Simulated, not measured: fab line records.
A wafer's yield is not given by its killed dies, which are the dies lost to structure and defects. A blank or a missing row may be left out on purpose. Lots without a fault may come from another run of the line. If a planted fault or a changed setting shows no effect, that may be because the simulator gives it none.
One fault seen from 3 desks    flow n5_finfet    only its own numbers are on each desk; what lay behind them is given at the end

## AT THE TOOL OWNER'S DESK: litho_track-03
The tool's own readings at N5_PMOS_HMC_CHANNEL_EPI_COAT_31 (time 60 s, resist thk 66 nm): means of the sampled wafers that have a number, for each lot that ran on this tool. The brackets show how far a lot's mean lies from the usual mean; more than 4 standard deviations puts the lot out of limits, marked OUT.
Columns: A = spin_speed_rpm at N5_PMOS_HMC_CHANNEL_EPI_COAT_31, usual 1499.9 rpm
lot   first seen here  A
L853  day 5 01:24      1499.9
L858  day 6 06:05      1447.4 (-58) OUT
L859  day 6 10:53      1446.7 (-58) OUT
Finding of this desk: L858, L859 out of limits; the first was L858 at day 6 06:05, on spin_speed_rpm at N5_PMOS_HMC_CHANNEL_EPI_COAT_31. L853: within limits.

## METROLOGY DESK
Means of the sampled wafers that have a number, per lot and without regard to the tool the lot ran on: this is what the gauges read. The brackets show how far a lot's mean lies from the usual mean; more than 4 standard deviations puts the lot out of limits, marked OUT.
Columns: A = cd_nm at N5_PMOS_HMC_CHANNEL_EPI_CD_MEAS_09, usual 237.1 nm; B = PMOS_HMC_BLK_OVL at N5_PMOS_HMC_CHANNEL_EPI_OVL_MEAS_10, usual -0.2 nm
lot   first seen here  A      B
L846  day 3 05:07      236.5  0.4
L853  day 5 01:37      236.9  -0.0
L858  day 6 06:26      237.1  -0.3
L859  day 6 11:07      236.8  -0.8
L861  day 6 22:59      236.7  -0.2
L863  day 7 11:21      237.1  0.6
This desk found nothing out of limits on any of the 6 lots.

## THE DEFECT DESK
For each lot, the counts of the inspections along the route, averaged over the sampled wafers that have a number. The brackets show how far a lot's mean lies from the usual mean; more than 4 standard deviations puts the lot out of limits, marked OUT.
Columns: A = raw_defect_count at N5_WELL_APT_INSPECT_38, usual 14; B = raw_defect_count at N5_PMOS_HMC_CHANNEL_EPI_INSPECT_11, usual 2.0
lot   first seen here  A   B
L846  day 3 04:48      17  1.0
L853  day 5 01:18      21  2.0
L858  day 6 05:59      16  3.3
L859  day 6 10:48      12  3.0
L861  day 6 22:33      16  2.0
L863  day 7 11:02      10  2.7
This desk found nothing out of limits on any of the 6 lots.

## TAKEN TOGETHER
The tool owner's desk could have raised an alarm at day 6 06:05, on L858, L859.
Metrology desk: nothing out of limits seen.
The defect desk saw nothing out of limits.
The metrology desk has L858, L859 on record, within its limits.
The defect desk has L858, L859 on record, within its limits.
The lots listed all ran N5_PMOS_HMC_CHANNEL_EPI_COAT_31 on litho_track-03.

## WHAT WAS PUT IN BY THE SIMULATOR
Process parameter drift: litho_track-03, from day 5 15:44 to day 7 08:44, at N5_PMOS_HMC_CHANNEL_EPI_COAT_31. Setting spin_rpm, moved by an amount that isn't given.
Shown lots that were struck: L858, L859.
Time in hours from fault onset to the first out-of-limits reading at each desk: the tool owner's desk, 14.
